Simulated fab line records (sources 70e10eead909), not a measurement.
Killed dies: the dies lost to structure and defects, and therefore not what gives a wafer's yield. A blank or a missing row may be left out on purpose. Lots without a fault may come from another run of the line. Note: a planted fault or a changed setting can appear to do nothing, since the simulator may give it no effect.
fab line records ; flow nandHarc ; part 2 of 2: steps 29 to 37 of 37
record: lots: 5; wafers: 15; lastDay: 23
route steps=1159 shown P_M0@271 P_M1@285
lots untouched by any fault: they come from a run of this same line in which no faults occurred
startH: hours from the record's opening day to when the first of the lot's shown wafers began ; waitH: hours from the lot's prior step to this one ; " repeats the value in the row above ; L1.1+2: a row that stands for several wafers ; - either no value or no given start ; * or withheld: withheld ; < > ~ a bound
route shown NAME@n: names a module that has steps shown in the file, with the first one's number in the route ; usual: mean/standard deviation taken from wafers without a fault ; same: alike in all rows ; chamber/n: place in a boat ; sites: per-site readings ; _std_site: how widely they spread, as a standard deviation ; _edge_site: outer sites' mean less inner sites' ; radiusMm: for every site, how far away it sits from the centre of the wafer ; mask NAME#n: copy n ; behind: the most recent tool/chamber to have shaped the wafer ; hold: reason for holding the lot/hours on hold/outcome of the hold ; device: whichever transistor did not switch (one of n, p or np) ; end of line: tests run on the same wafers once the route is complete ; a step with no rows: only its recipe ; killed: count of dies lost to structure and defects at first sort (not the wafer's yield) ; map: shows each die of a wafer: x if killed, . if not, _ if none is there
set.NAME: the run value of the setting; set.NAME@STEP: its run value at that earlier step ; model.NAME: the simulator's own value behind a step, which no gauge read
a table for each step, a row for each wafer; lots at some steps of the route
services: from which hour (startH, from the record's first day; less than 0 if before it) a tool's chamber was out of use, for how many hours, and why
== steps ==
step: NHARC_P_M1_ETCH_15
recipe: targetDepthA: 1825; timeS: 91.2; c4f8FlowSccm: withheld; arFlowSccm: 400; rfW: 600; biasW: 300; chemistry: C4F8/Ar
usual: oesProductAu: 0.958/0.022; rfVppV: 441.2/2.9
lot.wafer;tool;chamber;startH;waitH;oesProductAu;rfHoursCounterH;rfVppV
L074.1;rieDiel-03;3;-;-;0.970;1.7;438.1
L074.5;rieDiel-03;3;-;-;0.976;-;437.9
L074.6;rieDiel-03;0;-;-;0.964;-;440.9
L079.2;rieDiel-03;3;-;-;0.913;2.1;436.0
L079.4;rieDiel-03;0;-;-;0.922;2.0;441.8
L079.6;rieDiel-03;2;-;-;0.924;-;443.6
L082.3;rieDiel-03;2;-;-;0.937;2.6;444.1
L082.2;rieDiel-03;3;-;-;0.925;2.6;436.5
L082.6;rieDiel-03;3;-;-;0.919;-;436.2
L085.4;rieDiel-05;2;-;-;0.952;2.7;446.0
L085.2;rieDiel-05;3;-;-;0.978;2.7;443.7
L085.5;rieDiel-05;0;-;-;0.978;-;438.9
L090.2;rieDiel-11;0;-;-;0.905;0.7;438.3
L090.1;rieDiel-11;1;-;-;0.927;0.5;441.7
L090.5;rieDiel-11;2;-;-;0.911;-;441.5
step: NHARC_P_M1_CD_MEAS_16
usual: cdNm: 130.1/0.7
lot.wafer;tool;chamber;startH;waitH;cdNm
L074.1;cdSem-03;-;136.51;-;129.9
L074.5;cdSem-03;-;136.51;-;129.4
L074.6;cdSem-03;-;136.51;-;130.2
L079.2;cdSem-02;-;143.06;-;130.7
L079.4;cdSem-02;-;143.06;-;129.3
L079.6;cdSem-02;-;143.06;-;130.0
L082.2;cdSem-03;-;165.11;-;129.9
L082.3;cdSem-03;-;165.11;-;130.9
L082.6;cdSem-03;-;165.11;-;128.5
L085.2;cdSem-02;-;201.26;-;129.6
L085.4;cdSem-02;-;201.26;-;130.7
L085.5;cdSem-02;-;201.26;-;129.8
L090.1;cdSem-03;-;227.04;-;131.6
L090.2;cdSem-03;-;227.04;-;131.5
L090.5;cdSem-03;-;227.04;-;131.1
step: NHARC_P_M1_STRIP_18
recipe: powerW: 1000; n2FlowSccm: 150; h2FlowSccm: 150; arFlowSccm: 0; biasW: 0; chemistry: N2/H2
usual: drypumpMotorCurrentA: 5.7/0.32; oesProductAu: 0.999/0.0075; powerW: 999.9/2.7; rfVppV: 90.6/0.97; showerheadPlenumPTorr: 2.05/0.097; throttleValvePct: 14.172/0.0097
lot.wafer;tool;chamber;startH;waitH;drypumpMotorCurrentA;oesProductAu;powerW;rfHoursCounterH;rfVppV;showerheadPlenumPTorr;throttleValvePct
L074.1;rieDiel-03;0;136.66;0.1;5.3;1.003;1003.5;1.7;90.4;2.09;14.160
L074.5;rieDiel-03;1;136.66;0.1;6.3;0.985;994.1;-;90.1;1.90;14.178
L074.6;rieDiel-03;2;136.66;0.1;5.8;1.005;997.8;-;91.3;2.14;14.171
L079.4;rieDiel-11;1;143.13;0.1;5.5;1.008;1000.4;7.6;92.1;2.07;14.169
L079.2;rieDiel-11;2;143.13;0.1;5.6;1.000;997.3;6.4;91.1;2.05;14.171
L079.6;rieDiel-11;1;143.13;0.1;5.4;0.998;1000.1;-;91.9;2.07;14.173
L082.3;rieDiel-03;0;165.23;0.1;5.3;0.992;1002.6;2.5;89.6;2.09;14.179
L082.2;rieDiel-03;1;165.23;0.1;6.2;0.998;1000.0;2.5;89.4;1.90;14.154
L082.6;rieDiel-03;2;165.23;0.1;5.8;1.003;998.5;-;90.2;2.14;14.170
L085.2;rieDiel-11;1;201.34;0.1;5.4;0.994;1002.4;0.0;90.2;2.07;14.164
L085.4;rieDiel-11;2;201.34;0.1;5.6;0.989;1000.7;0.0;91.3;2.05;14.184
L085.5;rieDiel-11;1;201.34;0.1;5.4;1.001;997.6;-;91.1;2.07;14.168
L090.1;rieDiel-05;0;227.14;0.1;5.7;0.991;1001.8;4.7;90.0;2.00;14.177
L090.2;rieDiel-05;1;227.14;0.1;6.2;1.002;999.2;4.6;90.0;2.04;14.162
L090.5;rieDiel-05;3;227.14;0.1;6.1;0.985;1002.9;-;91.3;2.18;14.169
step: NHARC_P_M1_ETCH_28
recipe: targetDepthA: 300; overEtchFrac: 0.3; timeS: 72.99; ionEnergyEv: 150; cf4FlowSccm: 50; n2FlowSccm: 100; arFlowSccm: 150; rfW: 300; biasW: 100; chemistry: CF4/N2
usual: drypumpMotorCurrentA: 5.7/0.3; oesProductAu: 0.998/0.0079; rfVppV: 314.4/2.2; showerheadPlenumPTorr: 2.64/0.11; throttleValvePct: 19.794/0.0098
lot.wafer;tool;chamber;startH;waitH;drypumpMotorCurrentA;oesProductAu;rfHoursCounterH;rfVppV;showerheadPlenumPTorr;throttleValvePct
L074.1;rieDiel-03;2;-;-;5.8;0.997;1.8;315.7;2.74;19.781
L074.5;rieDiel-03;2;-;-;5.8;1.006;-;316.1;2.74;19.784
L074.6;rieDiel-03;3;-;-;5.4;0.993;-;311.6;2.48;19.790
L079.2;rieDiel-11;1;-;-;5.5;1.006;7.6;315.0;2.66;19.792
L079.4;rieDiel-11;0;-;-;5.9;1.002;8.6;312.4;2.46;19.797
L079.6;rieDiel-11;1;-;-;5.4;1.004;-;316.2;2.66;19.810
L082.3;rieDiel-03;0;-;-;5.3;0.995;2.5;315.0;2.68;19.783
L082.2;rieDiel-03;1;-;-;6.2;0.988;2.5;310.8;2.46;19.794
L082.6;rieDiel-03;3;-;-;5.4;1.005;-;312.6;2.48;19.796
L085.4;rieDiel-11;0;-;-;5.8;0.998;0.0;309.8;2.46;19.786
L085.2;rieDiel-11;2;-;-;5.6;1.005;0.1;314.0;2.64;19.784
L085.5;rieDiel-11;3;-;-;6.0;0.986;-;317.2;2.75;19.819
L090.1;rieDiel-05;3;-;-;6.2;1.010;5.0;316.9;2.79;19.783
L090.2;rieDiel-05;0;-;-;5.7;1.010;4.7;313.9;2.58;19.785
L090.5;rieDiel-05;2;-;-;5.2;1.004;-;315.9;2.79;19.792
step: NHARC_P_M1_STRIP_19
recipe: timeS: 600; tempC: 30; chemistry: postEtchResidueRemover
lot.wafer;tool;chamber;startH;waitH
L074.6+5+1;wetBench-08;4,5,7;136.96;-
L079.2+6+4;wetBench-10;3,5,0;143.50;-
L082.2+6+3;wetBench-10;4,5,6;165.56;-
L085.4+2+5;wetBench-10;1,4,6;201.71;-
L090.5+2+1;wetBench-10;2,3,7;227.49;-
step: NHARC_P_M1_DEGAS_29
recipe: tempC: 250; timeS: 60
usual: heaterPowerW: 319/37
lot.wafer;tool;chamber;startH;waitH;heaterPowerW
L074.1;pvdSputter-02;-;137.23;-;268
L074.6;pvdSputter-02;-;137.23;-;355
L074.5;pvdSputter-02;-;137.23;-;350
L079.2;pvdSputter-03;-;143.78;-;358
L079.4;pvdSputter-03;-;143.78;-;328
L079.6;pvdSputter-03;-;143.78;-;285
L082.3;pvdSputter-02;-;165.82;-;361
L082.2;pvdSputter-02;-;165.82;-;342
L082.6;pvdSputter-02;-;165.82;-;354
L085.2;pvdSputter-03;-;201.98;-;276
L085.4;pvdSputter-03;-;201.98;-;364
L085.5;pvdSputter-03;-;201.98;-;269
L090.2;pvdSputter-01;-;227.78;-;341
L090.1;pvdSputter-01;-;227.78;-;329
L090.5;pvdSputter-01;-;227.78;-;278
step: NHARC_P_M1_PRE_CLEAN_30
recipe: timeS: 30; tempC: 280; gas: H2/He
usual: heaterPowerW: 387/44
lot.wafer;tool;chamber;startH;waitH;heaterPowerW
L074.1;pvdSputter-02;-;-;-;435
L074.6;pvdSputter-02;-;-;-;437
L074.5;pvdSputter-02;-;-;-;335
L079.4;pvdSputter-03;-;-;-;403
L079.2;pvdSputter-03;-;-;-;353
L079.6;pvdSputter-03;-;-;-;390
L082.2;pvdSputter-02;-;-;-;339
L082.3;pvdSputter-02;-;-;-;330
L082.6;pvdSputter-02;-;-;-;340
L085.2;pvdSputter-03;-;-;-;352
L085.4;pvdSputter-03;-;-;-;328
L085.5;pvdSputter-03;-;-;-;345
L090.2;pvdSputter-01;-;-;-;408
L090.1;pvdSputter-01;-;-;-;354
L090.5;pvdSputter-01;-;-;-;416
step: NHARC_P_M1_PVD_20
recipe: targetThkA: 50; biasV: 168.6; powerW: 15000; chamberPressurePa: 0.12; timeS: 8.06; substrateTempC: 50; material: TaN
usual: throttleValvePct: 29.6/1
lot.wafer;tool;chamber;startH;waitH;throttleValvePct
L074.1;pvdSputter-02;-;-;-;29.8
L074.5;pvdSputter-02;-;-;-;29.4
L074.6;pvdSputter-02;-;-;-;29.6
L079.2;pvdSputter-03;-;-;-;28.6
L079.4;pvdSputter-03;-;-;-;30.0
L079.6;pvdSputter-03;-;-;-;28.1
L082.2;pvdSputter-02;-;-;-;29.3
L082.3;pvdSputter-02;-;-;-;29.6
L082.6;pvdSputter-02;-;-;-;29.6
L085.4;pvdSputter-03;-;-;-;30.0
L085.2;pvdSputter-03;-;-;-;28.2
L085.5;pvdSputter-03;-;-;-;28.5
L090.2;pvdSputter-01;-;-;-;29.8
L090.1;pvdSputter-01;-;-;-;32.5
L090.5;pvdSputter-01;-;-;-;29.8
step: NHARC_P_M1_PVD_21
recipe: targetThkA: 300; chamberPressurePa: 5; powerW: 5000; substrateTempC: 30; timeS: 20.49; material: Cu
usual: throttleValvePct: 29.7/1.1
lot.wafer;tool;chamber;startH;waitH;throttleValvePct
L074.1;pvdSputter-02;-;-;-;29.9
L074.6;pvdSputter-02;-;-;-;29.9
L074.5;pvdSputter-02;-;-;-;29.6
L079.4;pvdSputter-03;-;-;-;30.9
L079.2;pvdSputter-03;-;-;-;28.4
L079.6;pvdSputter-03;-;-;-;30.9
L082.3;pvdSputter-02;-;-;-;29.0
L082.2;pvdSputter-02;-;-;-;29.3
L082.6;pvdSputter-02;-;-;-;29.7
L085.2;pvdSputter-03;-;-;-;31.0
L085.4;pvdSputter-03;-;-;-;28.1
L085.5;pvdSputter-03;-;-;-;31.0
L090.2;pvdSputter-01;-;-;-;30.1
L090.1;pvdSputter-01;-;-;-;29.4
L090.5;pvdSputter-01;-;-;-;29.6
== services ==
tool;chamber;startH;hours;kind
ecdCu-01;-;112.32;0.4;repair
cmp-03;-;113.02;1.4;repair
pvdSputter-03;-;115.49;1.2;repair
lithoTrack-06;-;117.00;7.0;pm
rieDiel-05;1;133.10;7.0;repair
ecdCu-01;-;136.00;2.6;repair
lithoTrack-04;-;141.00;7.0;pm
pecvd-04;-;148.73;1.8;repair
pecvd-04;-;151.20;1.7;repair
pecvd-02;-;153.27;13.0;pm
cmp-03;-;156.03;4.0;pm
pvdSputter-01;-;160.10;10.0;pm
rieDiel-05;-;163.62;9.0;pm
pvdSputter-03;-;165.34;0.6;repair
pecvd-02;-;170.28;0.6;repair
rieDiel-03;3;174.25;3.4;repair
pvdSputter-01;-;174.45;4.0;repair
rieDiel-11;-;189.50;9.0;pm
pecvd-04;-;195.00;13.0;pm
pvdSputter-01;-;195.70;8.5;repair
rieDiel-11;1;213.78;7.6;repair
pvdSputter-02;-;214.05;10.0;pm
rieDiel-03;-;215.30;9.0;pm
rieDiel-11;3;225.72;1.7;repair
